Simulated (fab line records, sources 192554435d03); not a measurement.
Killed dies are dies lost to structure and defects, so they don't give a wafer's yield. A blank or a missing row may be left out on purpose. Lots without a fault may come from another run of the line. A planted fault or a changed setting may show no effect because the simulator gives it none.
Chamber matching | flow n5_finfet | N5_PMOS_HMC_CHANNEL_EPI_HM_DEP_34 on pecvd-02: 3 sister chambers
The step deposits SiO2 from TEOS/O2, target thk 36 nm, time 6.9 s. 6 wafers are shown with their chamber, then 10 later ones without.

WAFERS WITH THEIR CHAMBER
wafer  | chamber | throttle_valve_pct (%) | heater_power_w (W)
L082.6 | 2       | 16.3                   | 611
L085.6 | 1       | 18.5                   | 443
L087.1 | 1       | 18.1                   | 478
L087.3 | 2       | 16.6                   | 570
L089.3 | 0       | 18.0                   | 552
L089.4 | 0       | 17.9                   | 561

WAFERS WITHOUT THEIR CHAMBER
wafer  | throttle_valve_pct (%) | heater_power_w (W)
L089.6 | 18.6                   | 433
L090.1 | 18.5                   | 447
L090.4 | 16.6                   | 551
L090.6 | 18.1                   | 591
L094.2 | 18.7                   | 362
L094.5 | 18.8                   | 364
L094.6 | 16.7                   | 599
L095.1 | 16.7                   | 590
L095.3 | 18.8                   | 415
L095.4 | 18.3                   | 405

WHICH CHAMBER EACH WENT THROUGH
wafer  | from the rows above | in truth
L089.6 | 1                   | 1
L090.1 | 1                   | 1
L090.4 | 2                   | 2
L090.6 | 0                   | 0
L094.2 | 1                   | 1
L094.5 | 1                   | 1
L094.6 | 2                   | 2
L095.1 | 2                   | 2
L095.3 | 1                   | 1
L095.4 | 1                   | 1
Placed correctly: 10 of 10. Can't be placed from these rows: 0. Placed wrongly: 0.
How it was worked out, from the rows above alone: a wafer's distance from a chamber is the root of the sum, over the readings, of the square of ((its reading less the chamber's mean) divided by the reading's scatter). The wafer belongs to the nearest chamber; if the next one is less than 2 further off, it can't be placed. A chamber's mean is the mean of its shown wafers. The scatter: the root of (the sum of the squares of (reading less its chamber's mean) over the shown wafers, divided by (wafers less chambers)).
